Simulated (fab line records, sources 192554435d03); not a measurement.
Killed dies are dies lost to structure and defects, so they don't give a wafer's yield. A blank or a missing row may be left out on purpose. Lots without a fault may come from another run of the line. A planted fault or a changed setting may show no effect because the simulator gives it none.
Which tool did it? | flow n5_finfet | 9 lots, 27 wafers sampled, at 5 steps of a route of 1938

WHAT THE GAUGES READ, wafer by wafer
N5_BEOL_M4_RC_MEAS_101.
lot  | measured     | on        | DIBL_N (mV/V)  | DIBL_P (mV/V)  | IOFF_N (nA/um)    | IOFF_N_85C (nA/um) | IOFF_N_LIN (nA/um) | IOFF_N_LONG (nA/um)         | IOFF_P (nA/um) | ION_N (uA/um) | ION_P (uA/um) | SS_N (mV/dec)  | SS_P (mV/dec)  | VT_N (mV)         | VT_N_LONG (mV)    | VT_N_LVT (mV)     | VT_P (mV)
L260 | day 10 02:08 | prober-01 | 34.5 35.7 36.3 | 33.5 34.1 35.7 | 0.134 0.153 0.169 | 2.7 3.0 3.2        | 0.065 0.070 0.079  | 5.6e-05 5.7e-05 5.65e-05    | 0.20 0.20 0.23 | 664 668 689   | 462 464 473   | 71.1 71.3 72.2 | 73.3 72.7 73.8 | 250.1 248.3 248.7 | 275.9 274.8 273.9 | 98.9 97.4 94.3    | -252 -248 -247
L262 | day 10 03:59 | prober-02 | 34.6 34.7 33.7 | 35.5 35.4 34.0 | 0.152 0.153 0.144 | 3.0 3.1 2.9        | 0.072 0.074 0.069  | 5.96e-05 6.03e-05 5.97e-05  | 0.19 0.19 0.17 | 675 681 670   | 457 459 453   | 71.7 71.3 70.4 | 73.3 72.9 72.7 | 250.7 248.7 249.0 | 274.1 274.7 271.8 | 96.9 95.3 97.1    | -251 -253 -251
L263 | day 10 09:19 | prober-02 | 36.2 36.2 37.2 | 36.2 36.2 36.9 | 0.166 0.165 0.177 | 3.2 3.2 3.4        | 0.076 0.076 0.080  | 5.75e-05 5.91e-05 5.77e-05  | 0.23 0.22 0.23 | 671 677 674   | 459 466 461   | 72.4 71.5 72.1 | 73.4 72.8 73.6 | 247.3 249.8 249.9 | 274.5 272.0 275.5 | 98.3 98.0 96.6    | -250 -250 -247
L265 | day 11 04:33 | prober-01 | 36.6 35.9 36.6 | 37.9 36.8 37.4 | 0.189 0.378 0.191 | 3.5 6.4 3.5        | 0.086 0.174 0.086  | 5.81e-05 0.0001064 5.82e-05 | 0.28 0.21 0.28 | 685 736 695   | 477 464 486   | 71.0 71.6 71.3 | 74.2 73.8 73.7 | 245.0 226.1 247.2 | 273.0 251.0 272.6 | 95.6 75.9 96.8    | -242 -250 -245
L266 | day 11 02:43 | prober-02 | 36.8 36.3 35.5 | 37.4 36.5 35.1 | 0.171 0.336 0.145 | 3.3 5.7 2.8        | 0.078 0.156 0.067  | 6e-05 0.0001067 6e-05       | 0.27 0.20 0.22 | 670 712 664   | 469 458 464   | 71.9 72.0 72.1 | 73.5 72.5 72.8 | 248.2 229.4 250.7 | 272.5 252.9 273.6 | 98.2 78.1 101.8   | -243 -253 -249
L267 | day 11 15:52 | prober-02 | 36.3 35.5 35.6 | 37.9 36.5 36.2 | 0.187 0.342 0.168 | 3.6 5.9 3.2        | 0.083 0.151 0.075  | 5.69e-05 9.97e-05 5.61e-05  | 0.27 0.19 0.23 | 687 712 673   | 469 451 464   | 71.6 72.0 71.6 | 74.0 73.5 73.6 | 245.8 229.4 251.1 | 276.9 254.4 275.1 | 98.1 79.6 100.3   | -246 -253 -246
L273 | day 13 13:46 | prober-02 | 35.8 33.6 36.4 | 34.9 32.3 36.6 | 0.142 0.111 0.154 | 2.8 2.3 3.0        | 0.069 0.056 0.074  | 5.86e-05 5.88e-05 5.89e-05  | 0.22 0.18 0.24 | 675 654 683   | 465 461 470   | 71.0 71.4 71.3 | 72.7 72.7 73.4 | 249.5 252.1 250.5 | 272.3 274.6 273.9 | 97.4 102.0 96.7   | -246 -250 -246
L274 | day 13 06:13 | prober-01 | 33.7 32.9 33.2 | 36.0 35.3 35.2 | 0.133 0.117 0.121 | 2.7 2.4 2.5        | 0.065 0.058 0.059  | 5.16e-05 5.18e-05 5.14e-05  | 0.19 0.17 0.18 | 681 660 669   | 464 455 458   | 70.8 70.8 71.6 | 73.6 73.8 72.5 | 254.7 253.4 255.0 | 278.0 278.4 275.3 | 102.9 105.9 105.0 | -249 -253 -252
L275 | day 13 09:01 | prober-01 | 36.1 33.7 37.4 | 37.0 33.6 37.4 | 0.164 0.123 0.182 | 3.2 2.5 3.5        | 0.074 0.060 0.081  | 5.77e-05 5.65e-05 5.74e-05  | 0.22 0.18 0.22 | 672 669 674   | 464 464 459   | 70.8 70.5 72.0 | 73.1 72.3 73.4 | 251.3 252.1 246.8 | 275.4 274.9 274.6 | 96.8 100.4 95.7   | -248 -251 -249

WHICH TOOL RAN EACH LOT (tool, then ch and the chambers of the sampled wafers, then the start)
lot  | N5_HKMG_FIN_STRIP_92               | N5_HKMG_FIN_STRIP_19                 | N5_HKMG_FIN_ALD_91                 | N5_HKMG_FIN_NWFM_ALD_20
L260 | rie_diel-05 ch 0,1,3, day 6 03:00  | plasma_asher-01 ch 0,1, day 6 03:08  | ald_metal-02 ch 1,2,3, day 6 03:32 | ald_metal-04 ch 0,2,3, day 6 04:32
L262 | rie_diel-02 ch 0,1,2, day 6 15:51  | plasma_asher-01 ch 0,1, day 6 16:02  | ald_metal-02 ch 0,3, day 6 16:25   | ald_metal-04 ch 0,3, day 6 17:41
L263 | rie_diel-05 ch 0,2, day 7 03:23    | plasma_asher-02 ch 0,1, day 7 03:32  | ald_metal-02 ch 1,2,3, day 7 03:55 | ald_metal-02 ch 1,2,3, day 7 04:55
L265 | rie_diel-05 ch 0,3, day 7 14:20    | plasma_asher-01 ch 0,1, day 7 14:29  | ald_metal-02 ch 2,3, day 7 14:53   | ald_metal-01 ch 1,2,3, day 7 15:57
L266 | rie_diel-06 ch 0,2,3, day 7 23:35  | plasma_asher-01 ch 0,1, day 7 23:57  | ald_metal-02 ch 0,2,3, day 8 00:13 | ald_metal-01 ch 0,2,3, day 8 01:11
L267 | rie_diel-02 ch 0,3, day 8 01:16    | plasma_asher-02 ch 0,1, day 8 01:25  | ald_metal-02 ch 0,2,3, day 8 01:48 | ald_metal-02 ch 2,3, day 8 02:47
L273 | rie_diel-06 ch 0,1,2, day 9 12:01  | plasma_asher-02 ch 0,1, day 9 12:16  | ald_metal-04 ch 0,1,3, day 9 12:39 | ald_metal-04 ch 0,1,3, day 9 13:43
L274 | rie_diel-06 ch 0,2, day 9 17:35    | plasma_asher-01 ch 0, day 9 17:44    | ald_metal-04 ch 1,3, day 9 18:07   | ald_metal-02 ch 0,2, day 9 19:05
L275 | rie_diel-06 ch 0,1,2, day 10 01:14 | plasma_asher-02 ch 0,1, day 10 01:30 | ald_metal-04 ch 0,3, day 10 01:46  | ald_metal-04 ch 0,1,2, day 10 02:44
- N5_HKMG_FIN_STRIP_92: strips SOC in N2/H2, time 20 s.
- N5_HKMG_FIN_STRIP_19: strips in N2/H2, time 360 s.
- N5_HKMG_FIN_ALD_91: deposits TiN, target thk 1 nm, pulse time 1 s, purge time 3 s.
- N5_HKMG_FIN_NWFM_ALD_20: deposits TiAlC, target thk 2 nm, pulse time 3 s, purge time 2 s.

WHAT THE TOOLS THEMSELVES READ (means of the sampled wafers that have a number; where no wafer has one, the mark that the record gives instead)
N5_HKMG_FIN_STRIP_92.
lot  | tool        | drypump_motor_current_A (A) | h2_flow_sccm (sccm) | oes_product_au (a.u.) | power_w (W) | rf_vpp_V (V) | showerhead_plenum_p_Torr (Torr) | throttle_valve_pct (%)
L260 | rie_diel-05 | 5.6                         | 300.2               | 0.74                  | 499.7       | 54.5         | 3.39                            | 19.40
L262 | rie_diel-02 | 5.8                         | 300.5               | 0.73                  | 502.2       | 53.3         | 3.30                            | 19.21
L263 | rie_diel-05 | 5.9                         | 299.4               | 0.76                  | 499.4       | 54.2         | 3.49                            | 19.18
L265 | rie_diel-05 | 5.8                         | 299.1               | 0.89                  | 499.2       | 54.2         | 3.47                            | 19.23
L266 | rie_diel-06 | 5.9                         | 300.8               | 0.77                  | 499.4       | 54.4         | 3.35                            | 19.07
L267 | rie_diel-02 | 6.3                         | 299.8               | 0.89                  | 499.7       | 54.2         | 3.38                            | 19.10
L273 | rie_diel-06 | 5.7                         | 299.5               | 0.86                  | 501.3       | 54.6         | 3.54                            | 18.84
L274 | rie_diel-06 | 5.9                         | 299.4               | 0.93                  | 500.0       | 54.0         | 3.57                            | 18.77
L275 | rie_diel-06 | 5.7                         | 300.1               | 0.85                  | 500.1       | 53.7         | 3.53                            | 18.86

N5_HKMG_FIN_STRIP_19.
lot  | tool            | drypump_motor_current_A (A) | h2_flow_sccm (sccm) | heater_power_w (W)
L260 | plasma_asher-01 | 5.4                         | 3253                | 409
L262 | plasma_asher-01 | 5.8                         | 3244                | 402
L263 | plasma_asher-02 | 5.5                         | 3252                | 511
L265 | plasma_asher-01 | 5.8                         | 3246                | 397
L266 | plasma_asher-01 | 5.4                         | 3248                | 407
L267 | plasma_asher-02 | 5.5                         | 3246                | 501
L273 | plasma_asher-02 | 5.7                         | 3246                | 459
L274 | plasma_asher-01 | 5.1                         | 3242                | 406
L275 | plasma_asher-02 | 5.7                         | 3248                | 455

N5_HKMG_FIN_ALD_91.
lot  | tool         | heater_power_w (W) | precursor_pulse_height_rel | susceptor_temp_C (C)
L260 | ald_metal-02 | 1019               | 0.996                      | 400.03
L262 | ald_metal-02 | 917                | 1.002                      | 400.07
L263 | ald_metal-02 | 1029               | 1.016                      | 399.89
L265 | ald_metal-02 | 975                | 0.990                      | 385.77
L266 | ald_metal-02 | 914                | 1.013                      | 385.54
L267 | ald_metal-02 | 902                | 1.005                      | 385.64
L273 | ald_metal-04 | 793                | 1.018                      | 400.04
L274 | ald_metal-04 | 837                | 0.999                      | 399.94
L275 | ald_metal-04 | 778                | 0.985                      | 400.05

N5_HKMG_FIN_NWFM_ALD_20.
lot  | tool         | heater_power_w (W) | precursor_pulse_height_rel | susceptor_temp_C (C)
L260 | ald_metal-04 | 457                | 1.006                      | 299.93
L262 | ald_metal-04 | 465                | 0.997                      | 299.96
L263 | ald_metal-02 | 572                | 1.015                      | 300.13
L265 | ald_metal-01 | 562                | 0.988                      | 300.08
L266 | ald_metal-01 | 521                | 1.013                      | 299.96
L267 | ald_metal-02 | 609                | 1.014                      | 300.16
L273 | ald_metal-04 | 429                | 1.001                      | 300.00
L274 | ald_metal-02 | 548                | 1.003                      | 300.23
L275 | ald_metal-04 | 426                | 1.015                      | 299.88

THE ANSWER, worked out from the rows above alone
Rule: what is usual is taken from the lots themselves. Put in order of their means at a reading, lots are off if they are a third of the lots or fewer, leave a main group of 4 or more, and stand apart from it by a gap of 3 or more times the standard deviation of the main group's means; of several such gaps the widest counts. A main group whose means are all the same, to the digits that the tables above print for the reading, isn't used. A lot without any number at a reading at which 4 lots or more have one is off too. The other lots that the step has rows for count as sound. The gauges are gone through in route order, then the tools' own readings, and for those a lot's mean is taken as printed above. The first step at which some lot is off is used, and at that step the reading that is off furthest; a lot without a number counts as furthest.
Off: L265, L266, L267, at N5_BEOL_M4_RC_MEAS_101 (IOFF_N_LIN). The main group: mean 0.070 nA/um, standard deviation 0.0052.
A tool fits if, at a process step before that reading, it ran every lot that is off, and no sound lot after the first of them. The gauges at N5_BEOL_M4_RC_MEAS_101 aren't tried: what is off there is off at N5_HKMG_FIN_ALD_91 too, on other tools, and a gauge's error can't cause that. One fits: ald_metal-02 at N5_HKMG_FIN_ALD_91. Its last sound lot is L263 (day 7 03:55), its first lot that is off L265 (day 7 14:53): a fault that began between those two fits.
The tool's own readings at N5_HKMG_FIN_ALD_91 bear it out: on the lots that are off they differ by more than 5 times the standard deviation of the sound lots' means. susceptor_temp_C reads 385.65 C there against 400.00 C on the sound lots.

WHAT THE SIMULATOR HAD PUT IN
Process parameter drift: ald_metal-02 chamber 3, from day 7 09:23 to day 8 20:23, at N5_HKMG_FIN_ALD_91. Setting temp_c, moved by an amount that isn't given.
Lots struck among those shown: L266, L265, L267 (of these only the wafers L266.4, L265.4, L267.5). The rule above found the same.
